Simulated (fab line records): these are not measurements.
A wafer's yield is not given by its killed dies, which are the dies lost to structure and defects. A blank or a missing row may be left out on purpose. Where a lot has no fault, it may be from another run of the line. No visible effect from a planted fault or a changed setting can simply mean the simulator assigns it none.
fab line records	flow nand_harc
record: lots: 11	wafers: 33	last_day: 25
route steps=1159 shown A_CONTACT@949 A_BLC@977 A_M0@994 END@1159
lots untouched by any fault: they come from a run of this same line in which no faults occurred
start_h: start of the lot's first displayed wafer, in hours after the record's first day	wait_h: hours elapsed since this lot's preceding step	" as in the row above	L1.1+2: a row that stands for several wafers	- no value present, or no start provided	* or withheld: withheld	< > ~ a bound
route shown NAME@n: NAME is a module with steps in the file, n the number in the route of the first one	usual: mean/standard deviation of fault-free wafers	same: alike in all rows	chamber/n: place in a boat	sites: each site's reading	_std_site: the standard deviation of these	_edge_site: inner sites' mean taken away from outer sites' mean	radius_mm: how far each site lies from the wafer's centre	mask NAME#n: copy n	behind: the tool/chamber that last shaped the wafer	hold: why the lot was held/for how many hours/how that ended	device: the n, p or np transistor that did not switch	end of line: the route-end tests of the same wafers	a step without rows: its recipe alone	killed: at the first sort, the dies lost to defects and structure; wafer yield is something else	map: a wafer's dies, x killed, . not, _ none there
set.NAME: the run value of the setting; set.NAME@STEP: its run value at that earlier step	model.NAME: the simulator's own value behind a step, which no gauge read
route steps across a sampled set of lots; one table per step, one row per wafer
services: a tool's chamber out of use, with start hour (start_h, from the record's first day; less than 0 if before it), hours out, and reason
== steps ==
step: NHARC_A_CONTACT_ETCH_92
recipe: target_depth_a: 400	over_etch_frac: 0.5	time_s: 85.7	ion_energy_ev: 120	ch3f_flow_sccm: 50	o2_flow_sccm: 30	ar_flow_sccm: 200	rf_w: 500	bias_w: 100	chemistry: CH3F/O2
usual: drypump_motor_current_A: 5.9/0.44	oes_product_au: 0.941/0.03	rf_vpp_V: 244.0/1.4	showerhead_plenum_p_Torr: 2.44/0.079	throttle_valve_pct: 20.663/0.0095
lot.wafer	tool	chamber	start_h	wait_h	drypump_motor_current_A	oes_product_au	rf_hours_counter_h	rf_vpp_V	showerhead_plenum_p_Torr	throttle_valve_pct
L623.1	rie_diel-06	2	397.52	0.5	5.4	0.918	54	243.3	2.38	20.678
L623.5	"	0	"	"	6.2	0.927	-	243.7	2.49	20.672
L623.6	"	1	"	"	5.7	0.928	-	244.1	2.43	20.663
L624.1	rie_diel-10	0	408.17	0.4	5.5	0.948	16	243.9	2.52	20.672
L624.4	"	0	"	"	5.5	0.946	-	244.8	2.52	20.670
L624.5	"	3	"	"	5.2	0.925	-	243.9	2.35	20.677
L627.1	rie_diel-03	1	420.82	0.4	5.7	0.920	4	242.9	2.33	20.670
L627.2	"	2	"	"	5.6	0.932	4	245.7	2.61	20.671
L627.4	"	0	"	"	6.4	0.928	4	243.9	2.41	20.669
L626.4	rie_diel-03	0	421.91	0.3	6.5	0.922	4	243.7	2.41	20.675
L626.5	"	0	"	"	6.4	0.928	-	243.3	2.41	20.688
L626.6	"	1	"	"	5.6	0.920	-	242.0	2.33	20.654
L631.3	rie_diel-06	0	454.16	0.3	6.2	0.929	10	243.6	2.48	20.667
L631.2	"	2	"	"	5.4	0.928	12	243.0	2.37	20.675
L631.6	"	1	"	"	5.8	0.944	-	244.5	2.43	20.663
L632.3	rie_diel-10	3	462.43	0.3	5.2	0.912	39	242.0	2.34	20.649
L632.2	"	2	"	"	6.2	0.921	32	243.4	2.49	20.643
L632.4	"	0	"	"	5.5	0.935	-	243.8	2.51	20.661
L634.3	rie_diel-10	1	472.09	0.3	6.7	0.934	19	242.9	2.37	20.662
L634.6	"	0	"	"	5.5	0.938	-	245.5	2.51	20.657
L634.5	"	1	"	"	6.7	0.933	-	243.8	2.37	20.669
L636.1	rie_diel-03	3	487.29	0.4	5.8	0.922	14	244.4	2.47	20.664
L636.3	"	1	"	"	5.6	0.921	16	242.7	2.33	20.664
L636.6	"	0	"	"	6.5	0.929	-	243.2	2.40	20.665
L638.2	rie_diel-06	2	493.27	0.3	5.5	0.936	25	243.0	2.36	20.660
L638.6	"	2	"	"	5.4	0.933	-	242.9	2.36	20.651
L638.5	"	3	"	"	6.1	0.938	-	245.0	2.48	20.661
L641.1	rie_diel-03	1	517.06	0.3	5.6	0.930	21	240.7	2.33	20.653
L641.2	"	2	"	"	5.6	0.927	22	247.2	2.60	20.658
L641.6	"	1	"	"	5.7	0.930	-	241.1	2.33	20.663
L642.4	rie_diel-10	3	517.66	0.3	5.2	0.917	60	241.4	2.33	20.672
L642.5	"	2	"	"	6.2	0.929	-	244.1	2.48	20.665
L642.6	"	3	"	"	5.2	0.925	-	241.9	2.33	20.665
step: NHARC_A_BLC_DESCUM_15
recipe: time_s: 3	o2_flow_sccm: 200	ar_flow_sccm: 0	bias_power_w: 0	chemistry: O2
usual: drypump_motor_current_A: 5.9/0.45	oes_product_au: 1.004/0.0089	rf_vpp_V: 57.8/0.96	showerhead_plenum_p_Torr: 1.89/0.07	throttle_valve_pct: 11.311/0.0091
lot.wafer	tool	chamber	start_h	wait_h	drypump_motor_current_A	oes_product_au	rf_hours_counter_h	rf_vpp_V	showerhead_plenum_p_Torr	throttle_valve_pct
L623.1	rie_diel-12	0	404.95	0.1	6.3	1.012	1	59.1	1.84	11.321
L623.6	"	2	"	"	6.2	1.008	-	58.7	2.01	11.308
L623.5	"	3	"	"	6.0	1.007	-	58.0	1.94	11.322
L624.4	rie_diel-12	1	412.09	0.1	5.1	1.013	3	55.1	1.87	11.319
L624.1	"	2	"	"	6.2	1.019	2	58.5	2.01	11.293
L624.5	"	0	"	"	6.3	1.007	-	56.7	1.84	11.315
L627.4	rie_diel-02	3	426.85	0.1	6.6	1.003	10	57.2	1.84	11.299
L627.1	"	1	"	"	5.8	0.998	7	57.4	1.84	11.327
L627.2	"	2	"	"	5.6	1.010	10	59.0	1.98	11.304
L626.4	rie_diel-12	1	427.62	0.1	5.1	1.012	4	58.0	1.87	11.315
L626.6	"	1	"	"	5.1	1.022	-	56.8	1.87	11.302
L626.5	"	2	"	"	6.2	1.008	-	57.4	2.01	11.305
L631.3	rie_diel-05	3	457.79	0.1	5.7	0.989	49	56.8	1.82	11.305
L631.2	"	1	"	"	5.3	0.997	47	57.4	1.80	11.323
L631.6	"	0	"	"	5.9	0.987	-	57.0	1.85	11.307
L632.2	rie_diel-12	1	466.98	0.1	5.1	1.007	8	58.5	1.87	11.315
L632.3	"	2	"	"	6.2	1.002	8	57.6	2.00	11.314
L632.4	"	0	"	"	6.3	1.007	7	56.6	1.84	11.326
L634.3	rie_diel-12	0	475.83	0.1	6.3	1.021	8	56.3	1.84	11.316
L634.5	"	1	"	"	5.1	1.029	-	57.3	1.87	11.308
L634.6	"	2	"	"	6.2	1.013	-	59.6	2.00	11.317
L636.1	rie_diel-02	3	496.02	0.1	6.6	0.996	19	58.0	1.84	11.310
L636.3	"	2	"	"	5.6	1.022	17	58.7	1.98	11.310
L636.6	"	3	"	"	6.6	1.011	-	56.5	1.84	11.298
L638.2	rie_diel-12	3	497.80	0.1	5.9	1.003	10	57.7	1.93	11.294
L638.5	"	2	"	"	6.2	0.998	-	57.6	2.00	11.309
L638.6	"	3	"	"	5.9	1.008	-	58.5	1.93	11.316
L641.2	rie_diel-12	2	520.46	0.1	6.2	1.008	13	59.3	2.00	11.313
L641.1	"	1	"	"	5.1	1.007	13	57.1	1.87	11.312
L641.6	"	3	"	"	5.9	0.997	-	58.2	1.93	11.306
L642.4	rie_diel-02	0	521.25	0.1	5.8	0.997	0	59.9	1.82	11.300
L642.5	"	1	"	"	5.8	1.001	-	57.0	1.84	11.289
L642.6	"	2	"	"	5.6	1.015	-	57.7	1.98	11.304
step: NHARC_A_BLC_ETCH_18
recipe: target_depth_a: 9100	c4f8_flow_sccm: 20	o2_flow_sccm: 10	ar_flow_sccm: withheld	rf_w: 600	bias_w: 1500	chemistry: C4F8/O2/Ar
usual: oes_product_au: 0.956/0.022	rf_vpp_V: 977/4.7
lot.wafer	tool	chamber	start_h	wait_h	oes_product_au	rf_hours_counter_h	rf_vpp_V
L623.1	rie_diel-12	2	-	-	0.967	1	984
L623.5	"	3	"	"	0.961	-	980
L623.6	"	0	"	"	0.984	-	972
L624.1	rie_diel-12	0	-	-	0.943	3	974
L624.4	"	2	"	"	0.926	3	985
L624.5	"	0	"	"	0.936	-	973
L627.2	rie_diel-02	2	-	-	0.938	10	984
L627.1	"	3	"	"	0.933	11	973
L627.4	"	1	"	"	0.926	8	973
L626.4	rie_diel-12	3	-	-	0.991	4	981
L626.6	"	3	"	"	0.994	-	979
L626.5	"	0	"	"	0.988	-	973
L631.3	rie_diel-05	2	-	-	0.934	38	984
L631.2	"	0	"	"	0.921	48	974
L631.6	"	3	"	"	0.920	-	972
L632.3	rie_diel-12	2	-	-	0.967	8	983
L632.4	"	0	"	"	0.967	8	973
L632.2	"	1	"	"	0.958	8	974
L634.3	rie_diel-12	0	-	-	0.982	8	974
L634.5	"	0	"	"	0.986	-	974
L634.6	"	1	"	"	0.972	-	974
L636.1	rie_diel-02	0	-	-	0.957	18	970
L636.3	"	1	"	"	0.974	16	973
L636.6	"	0	"	"	0.951	-	972
L638.2	rie_diel-12	3	-	-	0.964	10	980
L638.6	"	2	"	"	0.966	-	984
L638.5	"	3	"	"	0.953	-	981
L641.1	rie_diel-12	1	-	-	0.982	14	974
L641.2	"	3	"	"	0.963	13	980
L641.6	"	0	"	"	0.982	-	973
L642.4	rie_diel-02	3	-	-	0.988	1	972
L642.6	"	1	"	"	0.959	-	975
L642.5	"	2	"	"	0.968	-	981
step: NHARC_A_M0_DEP_00
recipe: target_thk_a: 1500	target_thk_nm: 150	temp_c: withheld	pressure_torr: 5	flow_sccm: 200	rf_w: 600	material: SiOC
usual: rf_fwd_power_W: 599.0/2	showerhead_vpp_V: 1499/60
lot.wafer	tool	chamber	start_h	wait_h	rf_fwd_power_W	showerhead_vpp_V
L623.1	pecvd-04	0	408.03	0.2	601.1	1499
L623.6	"	1	"	"	600.1	1558
L623.5	"	0	"	"	600.2	1510
L624.1	pecvd-02	0	415.56	0.2	600.4	1492
L624.5	"	2	"	"	600.7	1444
L624.4	"	0	"	"	600.6	1483
L627.1	pecvd-02	2	429.86	0.1	601.0	1473
L627.2	"	0	"	"	597.5	1466
L627.4	"	1	"	"	604.1	1485
L626.6	pecvd-02	0	430.77	0.2	600.2	1500
L626.4	"	1	"	"	602.4	1495
L626.5	"	2	"	"	598.5	1459
L631.2	pecvd-04	2	465.59	0.1	599.2	1625
L631.3	"	0	"	"	598.0	1528
L631.6	"	0	"	"	599.7	1510
L632.2	pecvd-01	0	471.78	0.1	599.9	1404
L632.3	"	1	"	"	598.2	1427
L632.4	"	0	"	"	596.9	1407
L634.3	pecvd-02	1	479.33	0.1	502.5	1349
L634.5	"	0	"	"	503.1	1363
L634.6	"	1	"	"	504.2	1386
L636.3	pecvd-01	1	499.05	0.1	596.2	1436
L636.1	"	0	"	"	592.9	1435
L636.6	"	0	"	"	594.4	1444
L638.2	pecvd-04	0	500.87	0.1	601.9	1521
L638.6	"	2	"	"	596.9	1605
L638.5	"	0	"	"	602.9	1514
L641.1	pecvd-04	0	523.52	0.1	601.6	1534
L641.2	"	2	"	"	598.5	1610
L641.6	"	1	"	"	600.1	1526
L642.4	pecvd-04	2	527.39	0.2	594.1	1609
L642.5	"	0	"	"	599.3	1534
L642.6	"	1	"	"	597.2	1539
step: NHARC_END_SORT_01
recipe: temp_c: 25
usual: defect_limited_yield: 95.1/1.8	killed_at_array: 29/11	killed_at_other: 0.5/0.8	killed_at_periphery: 3.5/2.8	killed_dies: 33/12	killed_open: 3.1/1.8	killed_short: 1.8/1.4	sort_bin_2_pct: 1.5/0.65	sort_bin_3_pct: 0.24/0.21	sort_bin_4_pct: 3.1/1.2	sort_n_pass: 644/12	sort_rim_yield_pct: 97.5/1.9	sort_yield_pct: 95.1/1.8
same: gross_dies: 677	sort_bin_5_pct[%]: 0	sort_bin_6_pct[%]: 0	sort_bin_7_pct[%]: 0	sort_bin_8_pct[%]: 0	sort_rim_n_gross: 106.00
lot.wafer	tool	chamber	start_h	wait_h	defect_limited_yield[%]	killed_at_array	killed_at_other	killed_at_periphery	killed_dies	killed_open	killed_short	sort_bin_2_pct[%]	sort_bin_3_pct[%]	sort_bin_4_pct[%]	sort_n_pass	sort_rim_yield_pct[%]	sort_yield_pct[%]
L626.4	prober-02	0	494.69	3.4	96.5	22	2	0	24	5	2	0.7	0	2.8	653	98.1	96.5
L626.5	prober-02	0	495.49	3.7	96.8	16	3	3	22	5	2	0.7	0	2.5	655	99.1	96.8
L626.6	prober-02	0	496.28	4.0	95.3	23	2	7	32	5	2	1.6	0.44	2.7	645	95.3	95.3
L638.2	prober-01	0	543.48	2.8	94.8	31	1	3	35	7	4	1.3	0.15	3.7	642	96.2	94.8
L638.5	prober-01	0	545.90	3.7	97.0	16	2	2	20	3	1	1.2	0.15	1.6	657	99.1	97.0
L638.6	prober-01	0	546.70	4.0	96.5	21	0	3	24	3	4	1.0	0.30	2.2	653	100.0	96.5
killed by level:class
L626.4 A_CHANNEL_HOLE_D1:chamber_film_flake=9 A_STAIRCASE:chamber_film_flake=3 A_CONTACT:chamber_film_flake=3 A_WL_FILL:geometric_particle:open=2 THIN_TSV:chamber_film_flake=2 A_SOURCE_PLATE:geometric_particle:open=1 A_CHANNEL_FILL_D1:geometric_particle:open=1 A_WL_FILL:geometric_particle:short=1
L626.5 A_CHANNEL_HOLE_D1:chamber_film_flake=8 A_CONTACT:chamber_film_flake=3 A_CONTACT:geometric_particle:open=2 THIN_TSV:chamber_film_flake=2 P_GATE:geometric_particle:open=1 A_ONON_D1:geometric_particle:short=1 A_WL_FILL:geometric_particle:short=1 A_BLC:geometric_particle:open=1
L626.6 A_CHANNEL_HOLE_D1:chamber_film_flake=15 P_STI:chamber_film_flake=2 P_GATE:chamber_film_flake=2 A_CONTACT:chamber_film_flake=2 THIN_TSV:chamber_film_flake=2 P_GATE:geometric_particle:open=1 P_CONTACT:geometric_particle:open=1 P_M2:geometric_particle:open=1
L638.2 A_CHANNEL_HOLE_D1:chamber_film_flake=11 A_STAIRCASE:chamber_film_flake=8 A_CONTACT:chamber_film_flake=3 A_CONTACT:geometric_particle:open=2 P_GATE:geometric_particle:open=1 P_M0:geometric_particle:open=1 A_SOURCE_PLATE:geometric_particle:open=1 A_ONON_D1:geometric_particle:open=1
L638.5 A_CHANNEL_HOLE_D1:chamber_film_flake=5 A_CONTACT:chamber_film_flake=4 A_CONTACT:geometric_particle:open=2 A_ZERO_WELL:chamber_film_flake=2 A_STAIRCASE:chamber_film_flake=2 THIN_TSV:chamber_film_flake=2 P_CONTACT:geometric_particle:short=1 P_CONTACT:geometric_particle:open=1
L638.6 A_CHANNEL_HOLE_D1:chamber_film_flake=10 A_STAIRCASE:chamber_film_flake=6 P_CONTACT:geometric_particle:short=1 P_CONTACT:geometric_particle:open=1 P_M0:geometric_particle:open=1 A_ONON_D1:geometric_particle:short=1 A_CHANNEL_HOLE_D1:geometric_particle:short=1 A_CONTACT:geometric_particle:short=1
== services ==
tool	chamber	start_h	hours	kind
pecvd-04	-	376.36	13.0	pm
rie_diel-12	-	379.40	9.0	pm
pecvd-01	2	381.36	6.8	repair
rie_diel-03	-	392.30	9.0	pm
rie_diel-02	1	397.78	13.9	repair
rie_diel-10	3	398.31	5.8	repair
rie_diel-12	3	398.60	5.4	repair
rie_diel-10	1	399.69	8.5	repair
rie_diel-03	3	401.32	3.5	repair
rie_diel-02	0	413.59	10.8	repair
pecvd-01	-	418.33	13.0	pm
rie_diel-06	-	418.74	9.0	pm
rie_diel-10	1	423.64	45.3	repair
rie_diel-03	0	431.07	6.7	repair
pecvd-04	1	432.72	5.4	repair
rie_diel-10	0	436.05	3.7	repair
rie_diel-02	1	473.96	2.9	repair
pecvd-02	-	493.03	0.6	repair
rie_diel-06	2	498.54	2.2	repair
rie_diel-02	-	505.30	9.0	pm
rie_diel-06	2	510.94	10.1	repair
rie_diel-12	0	511.65	4.0	repair
pecvd-02	-	515.00	13.0	pm
rie_diel-02	-	519.22	0.8	repair
== key ==
first_sign: step: NHARC_A_M0_DEP_00	reading: rf_fwd_power_W	direction: down	sigmas: 47	usual: *	struck: *
effect: step: NHARC_A_M0_DEP_00	reading: showerhead_vpp_V	direction: down	sigmas: 2.2	usual: 1499	struck: 1366
met_at NHARC_A_M0_DEP_00
struck_lots L634
not_acting_at NHARC_A_CONTACT_ETCH_92,NHARC_A_BLC_DESCUM_15,NHARC_A_BLC_ETCH_18
onset_between 430.77 479.33
fault: kind: process_parameter_drift	tool: pecvd-02	chamber: -	onset_h: 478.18	steps: NHARC_A_M0_DEP_00	channel: rf_w	offset: *	shape: step	acts_in: *	stated: *
